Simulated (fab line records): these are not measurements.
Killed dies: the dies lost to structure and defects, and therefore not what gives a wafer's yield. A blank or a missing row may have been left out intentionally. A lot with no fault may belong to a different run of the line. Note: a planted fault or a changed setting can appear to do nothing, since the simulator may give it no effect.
Which tool is to blame? / flow nand_harc / 18 wafers from 6 lots sampled at 4 of the route's 1302 steps

## WHAT EACH GAUGE READ, for each wafer
NHARC_A_ZERO_WELL_INSPECT_17.
lot=L740; measured=day 7 22:16; on=defect_inspect-02; raw_defect_count=10 11 7
lot=L743; measured=day 9 02:28; on=defect_inspect-02; raw_defect_count=885 13 1
lot=L747; measured=day 11 00:46; on=defect_inspect-02; raw_defect_count=16 12 9
lot=L750; measured=day 12 02:18; on=defect_inspect-01; raw_defect_count=18 15 20
lot=L753; measured=day 13 13:31; on=defect_inspect-02; raw_defect_count=22 30 16
lot=L760; measured=day 16 16:26; on=defect_inspect-02; raw_defect_count=11 14 11

## TOOL THAT RAN EACH LOT (tool first, then ch and the chambers of the sampled wafers, then the start)
lot=L740; NHARC_P_BONDPAD_PRE_CLEAN_26=pvd_sputter-02, day 7 19:34 or earlier; NHARC_P_BONDPAD_ACTIVATE_29=rie_diel-03 ch 0,1,2, day 7 19:34; NHARC_A_ZERO_WELL_ETCH_13=rie_si-06 ch 0,1,2, day 7 21:10
lot=L743; NHARC_P_BONDPAD_PRE_CLEAN_26=pvd_sputter-01, day 8 23:47 or earlier; NHARC_P_BONDPAD_ACTIVATE_29=rie_diel-13 ch 0,2,3, day 8 23:47; NHARC_A_ZERO_WELL_ETCH_13=rie_si-06 ch 0,2, day 9 01:21
lot=L747; NHARC_P_BONDPAD_PRE_CLEAN_26=pvd_sputter-01, day 10 22:04 or earlier; NHARC_P_BONDPAD_ACTIVATE_29=rie_diel-13 ch 1,2,3, day 10 22:04; NHARC_A_ZERO_WELL_ETCH_13=rie_si-03 ch 0,2,3, day 10 23:41
lot=L750; NHARC_P_BONDPAD_PRE_CLEAN_26=pvd_sputter-01, day 11 23:35 or earlier; NHARC_P_BONDPAD_ACTIVATE_29=rie_diel-13 ch 2,3, day 11 23:35; NHARC_A_ZERO_WELL_ETCH_13=rie_si-06 ch 0,1,3, day 12 01:13
lot=L753; NHARC_P_BONDPAD_PRE_CLEAN_26=pvd_sputter-01, day 13 10:43 or earlier; NHARC_P_BONDPAD_ACTIVATE_29=rie_diel-03 ch 0,3, day 13 10:43; NHARC_A_ZERO_WELL_ETCH_13=rie_si-03 ch 0,2,3, day 13 12:22
lot=L760; NHARC_P_BONDPAD_PRE_CLEAN_26=pvd_sputter-02, day 16 13:29 or earlier; NHARC_P_BONDPAD_ACTIVATE_29=rie_diel-05 ch 0,3, day 16 13:29; NHARC_A_ZERO_WELL_ETCH_13=rie_si-03 ch 1,2,3, day 16 15:20
- NHARC_P_BONDPAD_PRE_CLEAN_26: time 30 s.
- NHARC_P_BONDPAD_ACTIVATE_29: chemistry N2, time 60 s.
- NHARC_A_ZERO_WELL_ETCH_13: etches the open film in HBr/Cl2, target depth 120 nm, time 40.1 s.

## THE ANSWER, worked out from the rows above alone
Rule: the lots themselves supply what counts as usual. Put in order of their means at a reading, lots are off if they are a third of the lots or fewer, leave a main group of 4 or more, and stand apart from it by a gap of 3 or more times the standard deviation of the main group's means; of several such gaps the widest counts. The tables above print the reading to a certain number of digits; a main group whose means all agree to those digits is not used. Also off: a lot with no number at a reading for which 4 or more lots have one. The other lots that the step has rows for count as sound.
Off: L743 (NHARC_A_ZERO_WELL_INSPECT_17, raw_defect_count). The main group has a mean of 15 with a standard deviation of 4.8.
A tool fits if, at a process step before that reading, it ran every lot that is off, and no sound lot after the first of them. Gauges at NHARC_A_ZERO_WELL_INSPECT_17: tried the same way as those tools. NHARC_P_BONDPAD_PRE_CLEAN_26: start missing for some lots; hours and lot order therefore follow NHARC_P_BONDPAD_ACTIVATE_29. None of those tried fits.

## WHAT WAS PUT IN BY THE SIMULATOR
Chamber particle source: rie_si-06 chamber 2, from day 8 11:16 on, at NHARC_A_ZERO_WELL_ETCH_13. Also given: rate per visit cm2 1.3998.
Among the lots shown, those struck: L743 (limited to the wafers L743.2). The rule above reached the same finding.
